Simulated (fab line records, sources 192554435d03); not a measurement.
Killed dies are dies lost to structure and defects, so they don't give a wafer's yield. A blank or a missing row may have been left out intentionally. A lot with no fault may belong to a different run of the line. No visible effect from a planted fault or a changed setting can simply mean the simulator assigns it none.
Chamber matching -- flow n5-finfet -- rie-diel-04 running N5_BEOL_M11_STRIP_36: 4 sister chambers
The step strips in N2/H2. 14 wafers are shown with their chamber, then 7 later ones without.

== EACH WAFER AND ITS CHAMBER ==
wafer,chamber,drypump-motor-current-A (A),throttle-valve-pct (%),oes-product-au (a.u.)
L568.1,0,5.8,23.46,0.90
L568.2,1,6.3,24.06,0.67
L568.6,0,5.8,23.52,0.88
L570.4,0,5.8,23.50,0.88
L570.5,1,6.3,23.75,0.97
L570.6,2,5.3,24.00,0.69
L573.2,2,5.2,24.00,0.69
L573.4,0,5.8,23.50,0.83
L573.5,1,6.3,23.75,0.93
L572.1,1,6.3,23.78,0.91
L572.4,2,5.2,24.03,0.69
L572.6,1,6.3,23.77,0.92
L575.1,3,5.7,23.51,0.96
L575.3,2,5.3,24.03,0.70

SIGNATURES, as means of the wafers listed above
reading,chamber 0,chamber 1,chamber 2,chamber 3,scatter within a chamber
drypump-motor-current-A,5.800,6.300,5.250,5.700,0.0316
throttle-valve-pct,23.4950,23.8220,24.0150,23.5100,0.0862
oes-product-au,0.8725,0.8800,0.6925,0.9600,0.0774
Rule: for a wafer and a chamber, the distance is found by dividing, reading by reading, the gap between the wafer's reading and the chamber's mean by the reading's scatter, squaring, summing and taking the root. If the next closest chamber is less than 2 further off than the closest, the wafer can't be placed; otherwise it belongs to the closest. The scatter is the square root of a quotient: the sum, over the shown wafers, of each reading's squared deviation from its chamber's mean, divided by wafers minus chambers.

== WAFERS MISSING THEIR CHAMBER ==
wafer,drypump-motor-current-A (A),throttle-valve-pct (%),oes-product-au (a.u.)
L575.4,6.3,23.78,0.93
L589.2,6.3,23.78,0.85
L589.5,5.3,23.99,0.68
L589.6,6.3,23.84,0.86
L587.1,6.3,23.77,0.87
L587.3,5.3,24.05,0.67
L587.4,5.8,23.54,0.83

== WHICH CHAMBER EACH WENT THROUGH ==
wafer,from the rows above,in truth
L575.4,1,1
L589.2,1,1
L589.5,2,2
L589.6,1,1
L587.1,1,1
L587.3,2,2
L587.4,0,0
Placed correctly: 7 of 7. Left unplaced by these rows: 0. 0 placed wrongly.
